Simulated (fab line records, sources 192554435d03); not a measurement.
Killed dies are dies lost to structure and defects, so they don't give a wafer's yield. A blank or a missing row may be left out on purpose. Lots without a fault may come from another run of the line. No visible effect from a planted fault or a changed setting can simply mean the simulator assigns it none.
A lot that was struck, set against a sound lot || flow n5 finfet || 15 steps out of a route of 1938
Sound: the wafers L341.1, L341.4, L341.5. Struck: wafer L344.3. (L344.5, L344.6 of the same lot were not struck and are left out.) The cause comes at the end.
Each step with rows lists, per side, the tool, then ch with its chambers, then its first start. Under that, the readings that differ: sound wafers || struck wafers || difference of the means || sigmas: that difference in standard deviations of wafers without a fault.
alike: a reading whose means differ by less than 2 such deviations, as well as words and numbers matching on both sides. not compared: withheld readings; readings where some wafer has no value; bounds like >300 that might hide an equal value; numbers whose values overlap and for which the record gives no deviation.
Wherever a step has rows on one side only, a row that says differs or no value, or a row with sigmas, the two part there. When numbers do not overlap yet have no deviation, they are printed without sigmas and do not part them. Lack of a reading on every wafer of one side parts them only where that side has two or more wafers.

N5_BEOL_M4_DESCUM_33: chemistry O2, time 7 s.
  sound on rie diel-03 ch 0,1,2, day 10 06:40; struck on rie diel-03 ch 1, day 10 21:20
  alike: drypump motor current A, oes product au, rf vpp V, showerhead plenum p Torr, throttle valve pct
  not compared: rf hours counter h
N5_BEOL_M4_ETCH_77: etches underlayer in N2/H2, target depth 6.5 nm, time 5.2 s.
  sound on rie diel-03 ch 0,1,2, day 10 06:41; struck on rie diel-03 ch 1, day 10 21:22
{"reading": "etch rf on time s (s)", "sound": "5.08 5.02 5.92", "struck": 5.95, "difference": "+0.61", "sigmas": "+3"}
  alike: drypump motor current A, oes product au, rf vpp V, showerhead plenum p Torr, throttle valve pct
  not compared: rf hours counter h
then, 3 steps without rows for these wafers: N5_BEOL_M4_ETCH_69 (etches SiARC in CF4, target depth 15.6 nm, time 26 s); N5_BEOL_M4_ALD_98 (deposits SiO2, target thk 2.5 nm, pulse time 1 s, co reactant pulse time 1 s); N5_BEOL_M4_ETCHBACK_99 (etches SiO2 in CHF3, target depth 5 nm, time 10.4 s).
N5_BEOL_M4_ETCH_70: etches SOC in N2/H2, target depth 80 nm, overetch 24 nm, time 130 s.
  sound on rie diel-04 ch 0,1, day 10 11:22; struck on rie diel-03 ch 1, day 11 01:02
  alike: drypump motor current A, oes product au, rf vpp V, showerhead plenum p Torr, throttle valve pct
  not compared: rf hours counter h
then, 4 steps without rows for these wafers: N5_BEOL_M4_STRIP_71 (strips in N2/H2); N5_BEOL_M4_STRIP_78 (strips in N2/H2); N5_BEOL_M4_VIA_ETCH_34 (etches the open film in C4F6/O2, target depth 69.4 nm, time 65.9 s); N5_BEOL_M4_STRIP_83 (strips in C4F6/O2).
N5_BEOL_M4_STRIP_36: strips in N2/H2.
  sound on rie diel-04 ch 0,1, day 10 11:32; struck on rie diel-03 ch 1, day 11 01:12
  alike: drypump motor current A, oes product au, rf vpp V, showerhead plenum p Torr, throttle valve pct
  not compared: rf hours counter h
N5_BEOL_M4_TRENCH_ETCH_37: etches SiOC in C4F6/O2, target depth 55.555 nm, time 29.2 s.
  sound on rie diel-04 ch 0,1; struck on rie diel-03 ch 1
  alike: drypump motor current A, oes product au, rf vpp V, showerhead plenum p Torr, throttle valve pct
  not compared: rf hours counter h
N5_BEOL_M4_ETCH_41: etches SiCN in CH3F/O2, target depth 29.9 nm, time 52.5 s.
  sound on rie diel-04 ch 0,1, day 10 11:37; struck on rie diel-03 ch 1, day 11 01:16
{"reading": "model.etch.depth nm (nm)", "sound": "20.58 19.38 19.59", "struck": 15.57, "difference": -4.28, "sigmas": ""}
  alike: drypump motor current A, oes product au, rf vpp V, showerhead plenum p Torr, throttle valve pct
  not compared: rf hours counter h
then, 1 step without rows for these wafers: N5_BEOL_M4_STRIP_97 (strips in N2/H2, time 10 s).
N5_BEOL_M4_RC_MEAS_101:
  sound on prober-01 ch 0, day 10 17:10; struck on prober-02 ch 0, day 11 07:48
{"reading": "DIBL_N (mV/V)", "sound": "37.4 36.0 35.0", "struck": 41.4, "difference": "+5.3", "sigmas": "+2"}
{"reading": "DIBL_P (mV/V)", "sound": "37.8 36.3 33.9", "struck": 42.8, "difference": "+6.8", "sigmas": "+3"}
{"reading": "IOFF_N (nA/um)", "sound": "0.19 0.18 0.15", "struck": 0.30, "difference": "+0.13", "sigmas": "+2"}
  alike: IOFF_P, ION_N, ION_P, SS_N, SS_P, VT_N, VT_P

== WHERE THEY PART ==
Earliest at N5_BEOL_M4_ETCH_77; latest, in this record, at N5_BEOL_M4_RC_MEAS_101.

WHY: what had been put in by the simulator
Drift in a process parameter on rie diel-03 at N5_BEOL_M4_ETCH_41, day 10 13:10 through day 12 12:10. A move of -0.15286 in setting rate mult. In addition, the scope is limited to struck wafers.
